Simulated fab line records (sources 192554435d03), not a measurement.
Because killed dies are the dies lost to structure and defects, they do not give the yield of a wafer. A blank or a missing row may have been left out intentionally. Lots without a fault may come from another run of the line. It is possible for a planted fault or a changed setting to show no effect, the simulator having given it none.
A lot that was struck, set against a sound lot    flow n5-finfet    41 out of 1938 route steps
Sound: wafers L971.3, L971.4, L971.5. Struck: wafer L987.5 (left out: L987.4, L987.6 of the same lot, which were not struck); the cause appears at the end.
Each step with rows lists, per side, the tool, then ch with its chambers, then its first start. Under that, the readings that differ: sound wafers    struck wafers    difference of the means    sigmas: that difference in standard deviations of wafers without a fault.
alike: words and numbers the same on both sides, and readings whose means are apart by under 2 such deviations; not compared: readings that were withheld, readings missing a value for some wafer, numbers with overlapping values and no deviation given by the record, and bounds like >300 which may hide the same value.
The two part at a step that has a row with sigmas, a row that says differs or no value, or rows on one side only. Numbers that have no deviation but don't overlap get no sigmas and don't part them. A reading missing from all wafers of one side parts the sides only when that side holds two or more wafers.

first, 1 step without rows for these wafers: N5_BEOL_M1_STRIP_97 (strips in N2/H2, time 10 s).
N5_BEOL_M1_OCD_MEAS_38:
  sound: ocd-02 at day 6 20:08; struck: ocd-01 at day 11 02:34
  alike: trench-depth-nm
then, 4 steps without rows for these wafers: N5_BEOL_M1_HM_STRIP_39 (strips TiN in peroxide tin strip, target depth 25 nm, time 158 s); N5_BEOL_M1_SRD_40 (time 30 s); N5_BEOL_M1_PRECLEAN_42 (cleans in residue remover, time 60 s); N5_BEOL_M1_SRD_43 (time 30 s).
N5_BEOL_M1_CD_MEAS_35: target cd 18 nm, target cd y 21 nm.
  sound: cd-sem-01 at day 6 20:17; struck: cd-sem-02 at day 11 02:43
  alike: cd-nm
then, 3 steps without rows for these wafers: N5_BEOL_M1_DEGAS_44 (time 60 s); N5_BEOL_M1_PRE_CLEAN_45 (time 30 s); N5_BEOL_M1_ALD_84 (deposits TaN, pulse time 2 s, purge time 3 s, co reactant purge time 2 s).
N5_BEOL_M1_SURFACE_TREAT_85:
  sound: pvd-sputter-03 at day 6 21:11; struck: pvd-sputter-02 at day 11 03:28
  not compared: throttle-valve-pct
then, 1 step without rows for these wafers: N5_BEOL_M1_CVD_47 (deposits Co from CCTBA/H2, target thk 3 nm, time 223.8 s).
N5_BEOL_M1_SPUTTER_48: material Cu, target thk 4.5 nm, time 8.29 s.
  sound: pvd-sputter-01 at day 6 22:07; struck: pvd-sputter-02 at day 11 03:46
  alike: throttle-valve-pct
N5_BEOL_M1_ANNEAL_49: time 240 s.
  sound: pvd-sputter-01 at day 6 22:17; struck: pvd-sputter-02 at day 11 03:50
  alike: heater-power-w
then, 5 steps without rows for these wafers: N5_BEOL_M1_SPUTTER_79 (material Cu, target thk 4.5 nm, time 8.29 s); N5_BEOL_M1_ANNEAL_80 (time 240 s); N5_BEOL_M1_SPUTTER_81 (material Cu, target thk 4.5 nm, time 8.29 s); N5_BEOL_M1_ANNEAL_82 (time 240 s); N5_BEOL_M1_SPUTTER_86 (material Cu, target thk 4.5 nm, time 8.29 s).
N5_BEOL_M1_ANNEAL_87: time 240 s.
  sound: pvd-sputter-01 at day 6 23:36; struck: pvd-sputter-02 at day 11 04:30
  alike: heater-power-w
then, 1 step without rows for these wafers: N5_BEOL_M1_SPUTTER_88 (material Cu, target thk 4.5 nm, time 8.29 s).
N5_BEOL_M1_ANNEAL_89: time 240 s.
  sound: pvd-sputter-01 at day 7 00:02; struck: pvd-sputter-02 at day 11 04:43
  alike: heater-power-w
then, 3 steps without rows for these wafers: N5_BEOL_M1_SPUTTER_90 (material Cu, target thk 4.5 nm, time 8.29 s); N5_BEOL_M1_ANNEAL_91 (time 240 s); N5_BEOL_M1_SPUTTER_92 (material Cu, target thk 4.5 nm, time 8.29 s).
N5_BEOL_M1_ANNEAL_93: time 240 s.
  sound: pvd-sputter-01 at day 7 00:55; struck: pvd-sputter-02 at day 11 05:10
  alike: heater-power-w
then, 10 steps without rows for these wafers: N5_BEOL_M1_SPUTTER_94 (material Cu, target thk 4.5 nm, time 8.29 s); N5_BEOL_M1_ANNEAL_95 (time 240 s); N5_BEOL_M1_SPUTTER_96 (material Cu, target thk 4.5 nm, time 8.29 s); N5_BEOL_M1_ECD_50 (material Cu, target thk 300 nm); N5_BEOL_M1_ANNEAL_51 (time 90 s); N5_BEOL_M1_CMP_52 (polishes, stops on SiOC, t overpolish 6.8 s, target thk 40 nm); N5_BEOL_M1_PRE_CLEAN_60 (time 15 s); N5_BEOL_M1_CO_CAP_55 (material Co, precursor CCTBA/H2, target thk 2 nm, time 102.1 s); N5_BEOL_M1_PRE_CLEAN_56 (time 15 s); N5_BEOL_M1_DEP_57 (deposits SiCN from 3MS/NH3, target thk 8 nm, time 14 s).
N5_BEOL_M1_RS_MEAS_58: the measuring method here is four-point-probe.
  sound: film-metro-01 at day 7 04:24; struck: film-metro-01 at day 11 06:49
  alike: M1_RS
then, 1 step without rows for these wafers: N5_BEOL_M2_ILD_DEP_00 (deposits SiOC from DEMS/O2, target thk 79 nm, time 15.3 s).
N5_BEOL_M2_THK_MEAS_01:
  sound: film-metro-01 at day 7 04:32; struck: film-metro-02 at day 11 06:57
  alike: M2_ILD_THK
then, 1 step without rows for these wafers: N5_BEOL_M2_PECVD_72 (deposits SiO2 from TEOS/O2, target thk 16 nm, time 18 s).
-- the record jumps here: 6 days lie between the struck wafers' starts before and after (it left off in module BEOL_M2 and takes up again in module PASSIVATION, whose first step shown is number 1936 of the route) --
N5_PASSIVATION_PROBE_49:
  record: rows for the struck wafers here (prober-02, day 17 13:38), none for the sound ones

== WHERE THEY PART ==
Within this record, at N5_PASSIVATION_PROBE_49 only.

WHY: the cause the simulator had injected
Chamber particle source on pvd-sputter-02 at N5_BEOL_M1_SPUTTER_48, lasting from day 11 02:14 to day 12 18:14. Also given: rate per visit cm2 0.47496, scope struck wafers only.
